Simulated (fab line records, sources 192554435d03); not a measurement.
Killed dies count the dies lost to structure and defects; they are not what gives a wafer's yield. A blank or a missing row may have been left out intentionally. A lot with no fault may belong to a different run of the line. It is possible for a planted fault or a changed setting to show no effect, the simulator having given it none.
A lot that was struck, set against a sound lot :: flow n5 finfet :: 23 out of 1938 route steps
Sound: these wafers, L406.1, L406.3, L406.6. The struck wafers were L409.2, L409.3, L409.6. At the end, the cause is stated.
At each step with rows: each side's tool, then ch and its chambers, then its first start. Under that, the readings that differ: sound wafers :: struck wafers :: difference of the means :: sigmas: that difference in standard deviations of wafers without a fault.
alike: readings whose means differ by less than 2 such deviations, and words and numbers that are the same on both sides. not compared: withheld readings, readings that some wafer has no value for, bounds like >300 that may hide the same value, and numbers for which the record gives no deviation and whose values overlap.
The two part at a step that has a row with sigmas, a row that says differs or no value, or rows on one side only. When numbers do not overlap yet have no deviation, they are printed without sigmas and do not part them. A reading that every wafer of one side lacks parts them only if that side has two wafers or more.

first, 11 steps without rows for these wafers: N5_BEOL_M3_DESCUM_16 (chemistry O2, time 7 s); N5_BEOL_M3_ETCH_74 (etches underlayer in N2/H2, target depth 6.5 nm, time 5.2 s); N5_BEOL_M3_ETCH_63 (etches SiARC in CF4, target depth 15.6 nm, time 26 s); N5_BEOL_M3_ETCH_64 (etches SOC in N2/H2, target depth 75 nm, overetch 15 nm, time 112.5 s); N5_BEOL_M3_STRIP_65 (strips in N2/H2); N5_BEOL_M3_STRIP_75 (strips in N2/H2); N5_BEOL_M3_STRIP_66 (strips in CF4); N5_BEOL_M3_HM_OPEN_17 (chemistry Cl2/BCl3, target TiN, target depth 20 nm, overetch 6 nm); N5_BEOL_M3_STRIP_19 (strips in O2); N5_BEOL_M3_COAT_67 (time 60 s, resist thk 60 nm); N5_BEOL_M3_COAT_68 (time 60 s, resist thk 12 nm).
N5_BEOL_M3_COAT_76: time 60 s, resist thk 5 nm.
  sound on litho track-02 ch 0, day 8 22:00; struck on litho track-02 ch 0, day 11 02:17
reading: spin speed rpm (rpm)
sound: 1500.3 1499.9 1499.0
struck: 1417.9 1416.8 1417.9
difference: -82.2
sigmas: -82
then, 7 steps without rows for these wafers: N5_BEOL_M3_COAT_22 (resist thk 30 nm); N5_BEOL_M3_EBR_24; N5_BEOL_M3_SOFTBAKE_23 (time 60 s); N5_BEOL_M3_EXPOSE_25 (exposes mask V2, defocus 5 nm); N5_BEOL_M3_PEB_26 (peb time 60 s); N5_BEOL_M3_DEVELOP_27 (develop time 30 s); N5_BEOL_M3_DESCUM_33 (chemistry O2, time 7 s).
N5_BEOL_M3_ETCH_77: etches underlayer in N2/H2, target depth 6.5 nm, time 5.2 s.
  sound on rie diel-02 ch 0,2,3, day 8 22:26; struck on rie diel-06 ch 0,1, day 11 02:43
reading: model.etch.depth nm (nm)
sound: 5.003 5.001 5.002
struck: 5.145 5.133 5.155
difference: +0.142
sigmas: 
  alike: drypump motor current A, etch rf on time s, oes product au, rf vpp V, showerhead plenum p Torr, throttle valve pct
  not compared: rf hours counter h
then, 1 step without rows for these wafers: N5_BEOL_M3_ETCH_69 (etches SiARC in CF4, target depth 15.6 nm, time 26 s).
N5_BEOL_M4_RC_MEAS_101:
  sound on prober-01 ch 0, day 10 21:26; struck on prober-02 ch 0, day 12 10:42
  alike: DIBL_N, DIBL_P, IOFF_N, IOFF_P, ION_N, ION_P, SS_N, SS_P, VT_N, VT_P
-- record jumps: 5 days separate the struck wafers' starts on either side; left off in module BEOL_M4, taken up again in module PASSIVATION, whose first shown step is the route's number 1936 --
N5_PASSIVATION_PROBE_49:
  struck on prober-02, day 17 06:39; sound on prober-01, day 15 18:01
reading: sort_bin_8_speed (%)
sound: 0 0 0
struck: 0 0 0.17
difference: +0
sigmas: +4
  alike: defect limited yield, killed_at_M0_to_M3, killed_at_M4_up, killed at contacts, killed at front end, killed at other, killed dies, killed open, killed short, sort_bin_5_function, sort_bin_6_memory, sort n pass, sort yield pct

WHERE THEY PART
Last at N5_PASSIVATION_PROBE_49 as far as this record goes, first at N5_BEOL_M3_COAT_76.

WHY: whatever the simulator had introduced
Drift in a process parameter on litho track-02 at N5_BEOL_M3_COAT_76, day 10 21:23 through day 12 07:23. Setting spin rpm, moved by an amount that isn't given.
